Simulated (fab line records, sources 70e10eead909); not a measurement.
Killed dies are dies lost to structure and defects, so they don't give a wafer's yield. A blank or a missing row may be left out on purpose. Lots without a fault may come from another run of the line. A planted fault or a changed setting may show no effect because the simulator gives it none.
A struck lot beside a sound one | flow nand_harc | 14 steps out of a route of 1302
Sound: wafers L205.1, L205.2, L205.4. Struck: wafer L196.6. (L196.1, L196.4 of the same lot were not struck and are left out.) The cause comes at the end.
At each step with rows: each side's tool, then ch and its chambers, then its first start. Under that, the readings that differ: sound wafers | struck wafers | difference of the means | sigmas: that difference in standard deviations of wafers without a fault.
alike: readings whose means differ by less than 2 such deviations, and words and numbers that are the same on both sides. not compared: withheld readings, readings that some wafer has no value for, bounds like >300 that may hide the same value, and numbers for which the record gives no deviation and whose values overlap.
The two part at a step that has a row with sigmas, a row that says differs or no value, or rows on one side only. Numbers that don't overlap but have no deviation are shown without sigmas and don't part them. A reading that every wafer of one side lacks parts them only if that side has two wafers or more.

first, 4 steps without rows for these wafers: NHARC_A_STAIRCASE_EXPOSE_06 (exposes mask STAIR); NHARC_A_STAIRCASE_PEB_07 (peb time 130 s); NHARC_A_STAIRCASE_DEVELOP_08 (time 140 s); NHARC_A_STAIRCASE_HARDBAKE_10 (time 140 s).
NHARC_A_STAIRCASE_DESCUM_11: chemistry O2, time 3 s.
  sound on rie_diel-01 ch 0,1,3, day 24 22:31; struck on rie_diel-01 ch 3, day 20 12:34
  alike: drypump_motor_current_A, oes_product_au, rf_vpp_V, showerhead_plenum_p_Torr, throttle_valve_pct
  not compared: rf_hours_counter_h
then, 1 step without rows for these wafers: NHARC_A_STAIRCASE_TRIM_12 (chemistry O2, time 211.2 s).
NHARC_A_STAIRCASE_ETCH_13: etches the open film in C4F8/O2, target depth 100 nm, time 40.5 s.
  sound on rie_diel-01 ch 0,1,2; struck on rie_diel-01 ch 2
  alike: oes_product_au, rf_vpp_V
  not compared: rf_hours_counter_h
NHARC_A_STAIRCASE_TRIM_14: chemistry O2, time 211.2 s.
  sound on rie_diel-01 ch 0,1,3; struck on rie_diel-01 ch 3
  alike: drypump_motor_current_A, oes_product_au, rf_vpp_V, showerhead_plenum_p_Torr, throttle_valve_pct
  not compared: rf_hours_counter_h
NHARC_A_STAIRCASE_ETCH_15: etches the open film in C4F8/O2, target depth 100 nm, time 40.5 s.
  sound on rie_diel-01 ch 0,1,2; struck on rie_diel-01 ch 2
  reading               | sound             | struck | difference | sigmas
  oes_product_au (a.u.) | 0.935 0.925 0.932 | 0.963  | +0.032     | +2
  alike: rf_vpp_V
  not compared: rf_hours_counter_h
then, 2 steps without rows for these wafers: NHARC_A_STAIRCASE_TRIM_16 (chemistry O2, time 211.2 s); NHARC_A_STAIRCASE_ETCH_17 (etches the open film in C4F8/O2, target depth 100 nm, time 40.5 s).
NHARC_A_STAIRCASE_TRIM_18: chemistry O2, time 211.2 s.
  sound on rie_diel-01 ch 1,2,3, day 24 23:58; struck on rie_diel-01 ch 2, day 20 13:20
  reading                | sound                | struck | difference | sigmas
  oes_product_au (a.u.)  | 1.002 1.011 0.997    | 1.184  | +0.181     | +18
  throttle_valve_pct (%) | 17.060 17.044 17.031 | 17.024 | -0.021     | -2
  alike: drypump_motor_current_A, rf_vpp_V, showerhead_plenum_p_Torr
  not compared: rf_hours_counter_h
NHARC_A_STAIRCASE_ETCH_19: etches the open film in C4F8/O2, target depth 100 nm, time 40.5 s.
  sound on rie_diel-01 ch 0,1,2; struck on rie_diel-01 ch 3
  alike: oes_product_au, rf_vpp_V
  not compared: rf_hours_counter_h
-- the record jumps here: 9 days lie between the struck wafers' starts before and after (it left off in module A_STAIRCASE and takes up again in module END, whose first step shown is number 1302 of the route) --
NHARC_END_SORT_01:
  the record has rows for the struck wafers here (prober-02 ch 0, day 29 07:17) and none for the sound ones

WHERE THEY PART
First at NHARC_A_STAIRCASE_ETCH_15; last, within this record, at NHARC_END_SORT_01.

WHY: what the simulator had put in
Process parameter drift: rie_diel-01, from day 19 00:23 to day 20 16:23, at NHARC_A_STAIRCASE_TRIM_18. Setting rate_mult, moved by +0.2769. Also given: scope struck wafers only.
